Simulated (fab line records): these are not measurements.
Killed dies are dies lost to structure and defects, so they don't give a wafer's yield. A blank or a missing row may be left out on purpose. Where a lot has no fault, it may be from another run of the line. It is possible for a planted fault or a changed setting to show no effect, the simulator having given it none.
The tool behind it: which one? ; flow nandHarc ; 15 lots with 45 wafers sampled at 5 steps, on a route of 1159 steps

## WHAT THE GAUGES SHOWED, per wafer
NHARC_A_BLC_INSPECT_28. Usual: rawDefectCount at 435, with a standard deviation of 130.
lot;measured;on;rawDefectCount;flag
L307;day 18 17:50;defectInspect-01;414 302 291;
L308;day 18 18:49;defectInspect-02;477 572 375;
L310;day 18 19:41;defectInspect-02;504 524 577;
L309;day 18 20:01;defectInspect-01;303 414 383;
L311;day 18 22:56;defectInspect-02;431 437 474;
L315;day 20 02:41;defectInspect-01;419 565 469;
L319;day 21 06:37;defectInspect-02;307 240 305;
L318;day 21 20:38;defectInspect-02;6633 6750 6584;OFF
L323;day 22 04:19;defectInspect-02;6663 6641 6753;OFF
L317;day 22 07:07;defectInspect-02;6809 6565 6573;OFF
L325;day 22 09:52;defectInspect-02;701 443 600;
L326;day 22 16:01;defectInspect-02;485 464 408;
L327;day 22 21:36;defectInspect-01;307 318 338;
L329;day 22 21:10;defectInspect-02;667 532 674;
L328;day 23 04:59;defectInspect-02;392 389 269;

## WHICH TOOL RAN EACH LOT (tool, then ch and the chambers of the sampled wafers, then the start)
lot;NHARC_A_BLC_DESCUM_15;NHARC_A_BLC_STRIP_21;NHARC_A_BLC_PVD_32;NHARC_A_BLC_CMP_25
L307;rieDiel-06 ch 0,1,2, day 18 04:39;rieDiel-06 ch 1,2,3, day 18 05:48;pvdSputter-01, day 18 17:28 or earlier;cmp-01 ch 1,2,3, day 18 17:28
L308;rieDiel-09 ch 0,1,2, day 18 06:35;rieDiel-09 ch 0,1,3, day 18 07:44;pvdSputter-01, day 18 18:25 or earlier;cmp-03 ch 1,2,3, day 18 18:25
L310;rieDiel-09 ch 0,1,2, day 18 09:40;rieDiel-09 ch 1,2, day 18 10:49;pvdSputter-02, day 18 19:19 or earlier;cmp-04 ch 0,1,3, day 18 19:19
L309;rieDiel-08 ch 0,1,3, day 18 10:32;rieDiel-09 ch 0,1, day 18 11:43;pvdSputter-01, day 18 19:38 or earlier;cmp-01 ch 2,3, day 18 19:38
L311;rieDiel-09 ch 0,1,2, day 18 12:46;rieDiel-09 ch 0,1,3, day 18 13:54;pvdSputter-03, day 18 22:32 or earlier;cmp-04 ch 1,2,3, day 18 22:32
L315;rieDiel-06 ch 1,2,3, day 19 16:33;rieDiel-09 ch 2,3, day 19 17:41;pvdSputter-02, day 20 02:17 or earlier;cmp-04 ch 0,2,3, day 20 02:17
L319;rieDiel-06 ch 0,1,3, day 21 03:12;rieDiel-06 ch 0,2, day 21 04:23;pvdSputter-03, day 21 06:11 or earlier;cmp-01 ch 0,3, day 21 06:11
L318;rieDiel-09 ch 0,2, day 21 14:40;rieDiel-09 ch 0,3, day 21 15:48;pvdSputter-03, day 21 20:13 or earlier;cmp-01 ch 0,2, day 21 20:13
L323;rieDiel-09 ch 1,2,3, day 21 20:32;rieDiel-09 ch 0,3, day 21 21:41;pvdSputter-01, day 22 03:54 or earlier;cmp-01 ch 0,3, day 22 03:54
L317;rieDiel-09 ch 0,3, day 22 04:10;rieDiel-09 ch 0,2,3, day 22 05:19;pvdSputter-03, day 22 06:42 or earlier;cmp-01 ch 0,1,2, day 22 06:42
L325;rieDiel-06 ch 0,1,3, day 22 05:50;rieDiel-08 ch 0,1,2, day 22 06:59;pvdSputter-03, day 22 09:28 or earlier;cmp-03 ch 0,1,3, day 22 09:28
L326;rieDiel-06 ch 1,2, day 22 12:43;rieDiel-09 ch 1,2,3, day 22 14:04;pvdSputter-02, day 22 15:35 or earlier;cmp-03 ch 0,1,2, day 22 15:35
L327;rieDiel-09 ch 0,1,2, day 22 17:34;rieDiel-09 ch 0,1,3, day 22 18:43;pvdSputter-02, day 22 21:10 or earlier;cmp-04 ch 0,2,3, day 22 21:10
L329;rieDiel-06 ch 0,1,3, day 22 17:48;rieDiel-06 ch 2,3, day 22 18:56;pvdSputter-03, day 22 20:46 or earlier;cmp-04 ch 0,1,2, day 22 20:46
L328;rieDiel-08 ch 0,3, day 22 21:20;rieDiel-06 ch 0,1, day 22 22:29;pvdSputter-03, day 23 04:40 or earlier;cmp-04 ch 0,1,2, day 23 04:40
- NHARC_A_BLC_DESCUM_15: chemistry O2, time 3 s.
- NHARC_A_BLC_STRIP_21: strips in O2.
- NHARC_A_BLC_PVD_32: deposits Ti, target thk 5 nm, time 17.7 s.
- NHARC_A_BLC_CMP_25: polishes, t overpolish 30 s, target thk 150 nm.

## WHAT THE TOOLS THEMSELVES READ (means of the sampled wafers that have a number; where no wafer has one, the mark that the record gives instead)
NHARC_A_BLC_DESCUM_15. Usual: chamberPressureMTorr 59.98 mTorr, standard deviation 0.2; drypumpMotorCurrentA 5.7 A, standard deviation 0.39; oesProductAu 1.005 a.u., standard deviation 0.0079; rfVppV 57.8 V, standard deviation 0.94; showerheadPlenumPTorr 1.92 Torr, standard deviation 0.088; throttleValvePct 11.310 %, standard deviation 0.009.
lot;tool;chamberPressureMTorr (mTorr);drypumpMotorCurrentA (A);oesProductAu (a.u.);rfVppV (V);showerheadPlenumPTorr (Torr);throttleValvePct (%);flag
L307;rieDiel-06;59.99;5.7;1.009;57.5;1.98;11.317;
L308;rieDiel-09;59.98;5.6;0.998;57.8;1.97;11.311;
L310;rieDiel-09;60.05;5.6;1.000;57.4;1.96;11.306;
L309;rieDiel-08;60.00;5.4;0.995;57.4;1.86;11.311;
L311;rieDiel-09;60.01;5.6;1.003;58.1;1.96;11.309;
L315;rieDiel-06;59.95;6.1;0.995;58.4;1.90;11.313;
L319;rieDiel-06;59.18;5.8;1.000;58.2;1.91;11.311;OFF
L318;rieDiel-09;59.96;5.5;1.012;59.4;1.98;11.315;
L323;rieDiel-09;60.04;5.6;1.009;57.2;1.91;11.307;
L317;rieDiel-09;60.04;5.4;1.008;57.9;1.91;11.310;
L325;rieDiel-06;59.96;5.8;1.008;57.6;1.91;11.306;
L326;rieDiel-06;60.00;5.8;1.004;58.0;1.94;11.311;
L327;rieDiel-09;59.97;5.6;1.007;57.3;1.96;11.320;
L329;rieDiel-06;59.99;5.8;1.010;58.1;1.90;11.306;
L328;rieDiel-08;60.02;5.2;1.011;56.6;1.84;11.314;

NHARC_A_BLC_STRIP_21. Usual: chamberPressureMTorr 60.01 mTorr, standard deviation 0.054; drypumpMotorCurrentA 5.7 A, standard deviation 0.34; oesProductAu 1.004 a.u., standard deviation 0.0069; rfVppV 57.7 V, standard deviation 0.94; showerheadPlenumPTorr 3.54 Torr, standard deviation 0.15; throttleValvePct 17.036 %, standard deviation 0.0088.
lot;tool;chamberPressureMTorr (mTorr);drypumpMotorCurrentA (A);oesProductAu (a.u.);rfVppV (V);showerheadPlenumPTorr (Torr);throttleValvePct (%);flag
L307;rieDiel-06;60.01;6.1;1.005;58.1;3.50;17.042;
L308;rieDiel-09;59.97;5.5;0.998;57.7;3.49;17.025;
L310;rieDiel-09;60.01;5.7;1.002;58.1;3.65;17.040;
L309;rieDiel-09;60.00;5.5;1.002;57.8;3.58;17.042;
L311;rieDiel-09;60.01;5.5;1.012;56.5;3.49;17.034;
L315;rieDiel-09;59.97;5.6;1.005;58.0;3.47;17.032;
L319;rieDiel-06;60.00;5.6;0.999;57.8;3.70;17.037;
L318;rieDiel-09;59.99;5.4;0.998;58.7;3.53;17.040;
L323;rieDiel-09;60.01;5.4;1.001;57.1;3.53;17.041;
L317;rieDiel-09;60.03;5.6;1.001;57.4;3.56;17.037;
L325;rieDiel-08;59.97;5.9;1.003;57.2;3.54;17.037;
L326;rieDiel-09;59.99;5.6;1.005;58.5;3.52;17.037;
L327;rieDiel-09;59.99;5.5;0.996;57.4;3.48;17.032;
L329;rieDiel-06;59.98;6.4;1.001;57.3;3.54;17.036;
L328;rieDiel-06;60.00;5.4;1.005;58.6;3.66;17.026;

NHARC_A_BLC_PVD_32. Usual: throttleValvePct at 30.1 %, with a standard deviation of 1.
lot;tool;throttleValvePct (%);flag
L307;pvdSputter-01;30.1;
L308;pvdSputter-01;30.2;
L310;pvdSputter-02;30.0;
L309;pvdSputter-01;30.3;
L311;pvdSputter-03;30.5;
L315;pvdSputter-02;30.0;
L319;pvdSputter-03;29.8;
L318;pvdSputter-03;30.0;
L323;pvdSputter-01;30.4;
L317;pvdSputter-03;29.3;
L325;pvdSputter-03;29.5;
L326;pvdSputter-02;29.3;
L327;pvdSputter-02;30.0;
L329;pvdSputter-03;30.4;
L328;pvdSputter-03;31.2;

NHARC_A_BLC_CMP_25. Usual: edgeZonePressureFrac 1.000, standard deviation 0.0054; motorCurrentA 12.7 A, standard deviation 0.99; overpolishRunS 30.001 s, standard deviation 0.0087; timeToEndpointS 29.4 s, standard deviation 1.6.
lot;tool;edgeZonePressureFrac;motorCurrentA (A);overpolishRunS (s);timeToEndpointS (s);flag
L307;cmp-01;0.998;13.0;30.001;30.7;
L308;cmp-03;1.000;12.6;29.994;29.0;
L310;cmp-04;0.999;11.7;30.001;29.2;
L309;cmp-01;0.993;12.9;30.005;28.7;
L311;cmp-04;0.998;12.2;29.996;30.3;
L315;cmp-04;1.001;11.5;29.991;28.0;
L319;cmp-01;1.003;11.9;30.005;30.8;
L318;cmp-01;-;-;-;-;OFF
L323;cmp-01;-;-;-;-;OFF
L317;cmp-01;-;-;-;-;OFF
L325;cmp-03;1.004;13.0;30.002;28.9;
L326;cmp-03;1.000;12.8;29.995;30.9;
L327;cmp-04;0.997;11.6;29.994;28.8;
L329;cmp-04;0.999;11.6;30.001;28.9;
L328;cmp-04;0.997;11.2;30.001;30.2;

## THE ANSWER, worked out from the rows above alone
Rule: a lot counts as off when the mean over its wafers that have a number is more than 3 standard deviations away from the usual mean. Also off: a lot with no number at a reading for which 4 or more lots have one. Where the step has rows for the other lots, those lots are counted as sound. Order of review: gauges by route order, followed by the tools' own readings, for which a lot's mean as printed above is used. At the first step where some lot is off, the reading lying furthest off is the one used; lots without a number count as furthest.
Off: L318, L323, L317, at NHARC_A_BLC_INSPECT_28 (rawDefectCount).
If a tool, at a process step before that reading, ran all the lots that are off and no sound lot after the first of them, it fits. The gauges at NHARC_A_BLC_INSPECT_28 aren't tried: what is off there is off at NHARC_A_BLC_CMP_25 too, on other tools, and a gauge's error can't cause that. NHARC_A_BLC_PVD_32 gives no start for some lots, so the hours and the order of its lots are those of NHARC_A_BLC_CMP_25. One fits: NHARC_A_BLC_CMP_25 on cmp-01. A fault onset in the window from L319 (day 21 06:11, its last sound lot) to L318 (day 21 20:13, its first lot off) fits.
Blank at NHARC_A_BLC_CMP_25 on the lots that are off, where sound lots have numbers: edgeZonePressureFrac, motorCurrentA, overpolishRunS, timeToEndpointS.

## WHAT THE SIMULATOR PUT IN
At NHARC_A_BLC_CMP_25, the step was skipped entirely on cmp-01 from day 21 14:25 on. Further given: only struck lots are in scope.
Struck lots among those shown: L318, L323, L317. Same finding as the rule above.
